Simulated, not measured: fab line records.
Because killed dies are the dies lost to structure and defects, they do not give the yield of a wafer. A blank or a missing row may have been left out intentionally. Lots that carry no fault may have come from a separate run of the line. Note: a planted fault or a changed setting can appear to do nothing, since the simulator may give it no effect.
Chamber matching	flow nand-harc	NHARC_A_CHANNEL_FILL_D1_ALD_14 on ald-hk-02 has 4 sister chambers
The step deposits SiO2, target thk 2.5 nm, pulse time 10 s, ald cycles 25. 8 wafers are shown with their chamber, then 12 later ones without.

== WAFERS WITH THEIR CHAMBER ==
wafer	chamber	heater-power-w (W)	precursor-pulse-height-rel
L088.5	3	578	1.007
L092.5	3	498	1.009
L095.1	2	630	0.984
L095.2	0	553	1.007
L095.4	1	528	1.024
L096.2	2	650	1.045
L096.3	0	556	0.986
L096.4	1	515	0.974

== WAFERS WITHOUT THEIR CHAMBER ==
wafer	heater-power-w (W)	precursor-pulse-height-rel
L096.1	501	1.001
L096.5	546	0.982
L096.6	524	0.985
L094.1	512	0.984
L094.2	629	1.022
L094.5	495	0.956
L094.3	515	0.977
L094.4	553	0.977
L094.6	557	0.967
L097.1	546	1.008
L097.4	501	1.017
L097.5	526	1.002

== THE CHAMBER EACH PASSED THROUGH ==
wafer	from the rows above	in truth
L096.1	can't be placed: 1 or 3 or 0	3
L096.5	can't be placed: 0 or 3 or 1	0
L096.6	can't be placed: 1 or 3 or 0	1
L094.1	can't be placed: 1 or 3 or 0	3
L094.2	2	2
L094.5	can't be placed: 1 or 3 or 0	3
L094.3	can't be placed: 1 or 3 or 0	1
L094.4	can't be placed: 0 or 3 or 1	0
L094.6	can't be placed: 0 or 3 or 1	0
L097.1	can't be placed: 3 or 0 or 1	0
L097.4	can't be placed: 1 or 3 or 0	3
L097.5	can't be placed: 1 or 3 or 0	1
1 of 12 placed correctly. Can't be placed from these rows: 11 (the true chamber is among the candidates in 11). Placed wrongly: 0.
How it was worked out, from the rows above alone: a wafer's distance from a chamber is the root of the sum, over the readings, of the square of ((its reading less the chamber's mean) divided by the reading's scatter). The wafer belongs to the nearest chamber; if the next one is less than 2 further off, it can't be placed. A chamber's mean is the mean of its shown wafers. The scatter is the square root of a quotient: the sum, over the shown wafers, of each reading's squared deviation from its chamber's mean, divided by wafers minus chambers.
